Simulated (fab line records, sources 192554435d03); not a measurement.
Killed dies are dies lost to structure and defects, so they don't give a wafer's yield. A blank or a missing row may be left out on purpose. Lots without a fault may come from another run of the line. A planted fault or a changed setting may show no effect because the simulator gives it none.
Chamber matching | flow n5_finfet | N5_MIM_TOP_ALD_00 on ald_hk-01: 4 sister chambers
The step deposits Al2O3, purge time 3 s, co reactant pulse time 3 s. 18 wafers are shown with their chamber, then 9 later ones without.

WAFERS WITH THEIR CHAMBER
wafer  | chamber | precursor_pulse_height_rel
L075.1 | 1       | 1.003
L075.5 | 2       | 0.969
L075.6 | 3       | 0.998
L078.1 | 0       | 0.995
L078.5 | 3       | 0.992
L078.6 | 2       | 1.028
L077.3 | 2       | 1.004
L077.4 | 0       | 1.017
L077.6 | 3       | 0.990
L082.1 | 1       | 0.999
L082.3 | 3       | 0.952
L082.5 | 0       | 1.029
L085.1 | 0       | 0.977
L085.4 | 2       | 0.974
L085.5 | 1       | 0.962
L089.2 | 2       | 1.041
L089.4 | 1       | 1.001
L089.6 | 1       | 1.014

SIGNATURES (means of the wafers above)
reading                    | chamber 0 | chamber 1 | chamber 2 | chamber 3 | scatter within a chamber
precursor_pulse_height_rel | 1.00450   | 0.99580   | 1.00320   | 0.98300   | 0.0247
Rule: a wafer's distance from a chamber is the root of the sum, over the readings, of the square of ((its reading less the chamber's mean) divided by the reading's scatter). The wafer belongs to the nearest chamber; if the next one is less than 2 further off, it can't be placed. The scatter: the root of (the sum of the squares of (reading less its chamber's mean) over the shown wafers, divided by (wafers less chambers)).

WAFERS WITHOUT THEIR CHAMBER
wafer  | precursor_pulse_height_rel
L093.2 | 0.966
L093.4 | 1.044
L093.5 | 0.988
L095.1 | 1.011
L095.4 | 1.037
L095.5 | 1.023
L094.1 | 0.950
L094.2 | 0.996
L094.4 | 0.998

WHICH CHAMBER EACH WENT THROUGH
wafer  | from the rows above               | in truth
L093.2 | can't be placed: 3 or 1 or 2 or 0 | 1
L093.4 | can't be placed: 0 or 2 or 1 or 3 | 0
L093.5 | can't be placed: 3 or 1 or 2 or 0 | 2
L095.1 | can't be placed: 0 or 2 or 1 or 3 | 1
L095.4 | can't be placed: 0 or 2 or 1 or 3 | 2
L095.5 | can't be placed: 0 or 2 or 1 or 3 | 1
L094.1 | can't be placed: 3 or 1 or 2 or 0 | 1
L094.2 | can't be placed: 1 or 2 or 0 or 3 | 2
L094.4 | can't be placed: 1 or 2 or 0 or 3 | 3
Placed correctly: 0 of 9. Can't be placed from these rows: 9 (the true chamber is among the candidates in 9). Placed wrongly: 0.
